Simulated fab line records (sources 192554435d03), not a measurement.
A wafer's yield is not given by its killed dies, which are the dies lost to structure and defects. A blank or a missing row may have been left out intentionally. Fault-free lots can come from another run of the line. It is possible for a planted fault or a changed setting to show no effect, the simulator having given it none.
The tool behind it: which one? :: flow n5 finfet :: 12 lots with 36 wafers sampled at 2 steps, on a route of 1938 steps

WHAT EACH GAUGE READ, for each wafer
N5_BEOL_M1_THK_MEAS_53: measures by xrf.
lot: L075
measured: day 6 15:31
on: film metro-01
M1_THK (nm): 38.8 37.9 39.0

lot: L077
measured: day 7 05:06
on: film metro-02
M1_THK (nm): 41.5 43.0 44.2

lot: L079
measured: day 7 21:55
on: film metro-02
M1_THK (nm): 41.5 39.4 41.1

lot: L081
measured: day 8 07:31
on: film metro-02
M1_THK (nm): 37.3 40.4 42.5

lot: L083
measured: day 8 21:36
on: film metro-02
M1_THK (nm): 38.2 40.6 37.4

lot: L085
measured: day 9 12:54
on: film metro-01
M1_THK (nm): 42.9 40.8 42.1

lot: L087
measured: day 10 02:51
on: film metro-01
M1_THK (nm): 40.3 44.0 42.8

lot: L089
measured: day 10 09:41
on: film metro-01
M1_THK (nm): 39.5 40.8 42.3

lot: L091
measured: day 10 20:04
on: film metro-01
M1_THK (nm): 42.1 42.4 42.5

lot: L093
measured: day 11 08:36
on: film metro-01
M1_THK (nm): 38.7 39.8 39.3

lot: L095
measured: day 12 09:10
on: film metro-01
M1_THK (nm): 38.8 39.5 41.4

lot: L097
measured: day 12 15:01
on: film metro-02
M1_THK (nm): 39.9 39.6 39.7

WHAT TOOL EACH LOT RAN ON (gives the tool, then ch and the chambers of the sampled wafers, and finally the start)
lot: L075
N5_BEOL_M1_ANNEAL_91: pvd sputter-03, day 6 14:09

lot: L077
N5_BEOL_M1_ANNEAL_91: pvd sputter-03, day 7 03:39

lot: L079
N5_BEOL_M1_ANNEAL_91: pvd sputter-02, day 7 20:33

lot: L081
N5_BEOL_M1_ANNEAL_91: pvd sputter-03, day 8 04:37

lot: L083
N5_BEOL_M1_ANNEAL_91: pvd sputter-01, day 8 19:37

lot: L085
N5_BEOL_M1_ANNEAL_91: pvd sputter-02, day 9 10:54

lot: L087
N5_BEOL_M1_ANNEAL_91: pvd sputter-03, day 9 23:11

lot: L089
N5_BEOL_M1_ANNEAL_91: pvd sputter-03, day 10 07:11

lot: L091
N5_BEOL_M1_ANNEAL_91: pvd sputter-03, day 10 15:25

lot: L093
N5_BEOL_M1_ANNEAL_91: pvd sputter-01, day 11 07:14

lot: L095
N5_BEOL_M1_ANNEAL_91: pvd sputter-02, day 12 07:48

lot: L097
N5_BEOL_M1_ANNEAL_91: pvd sputter-03, day 12 13:38
- N5_BEOL_M1_ANNEAL_91: time 240 s.

THE ANSWER, worked out from the rows above alone
Rule: the usual values come from the lots themselves. The widest of any qualifying gaps counts: lots, ordered by their means at a reading, are off when they make up no more than a third of the lots, leave a main group of 4 or more, and stand apart from it by 3 or more times the standard deviation of that group's means. Not used: any main group whose means are identical at the precision the tables above print for the reading. Also off: a lot with no number at a reading for which 4 or more lots have one. All remaining lots with rows at the step are treated as sound.
No lot is off at any reading shown: from this, nothing can be told.

WHAT THE SIMULATOR HAD INSERTED
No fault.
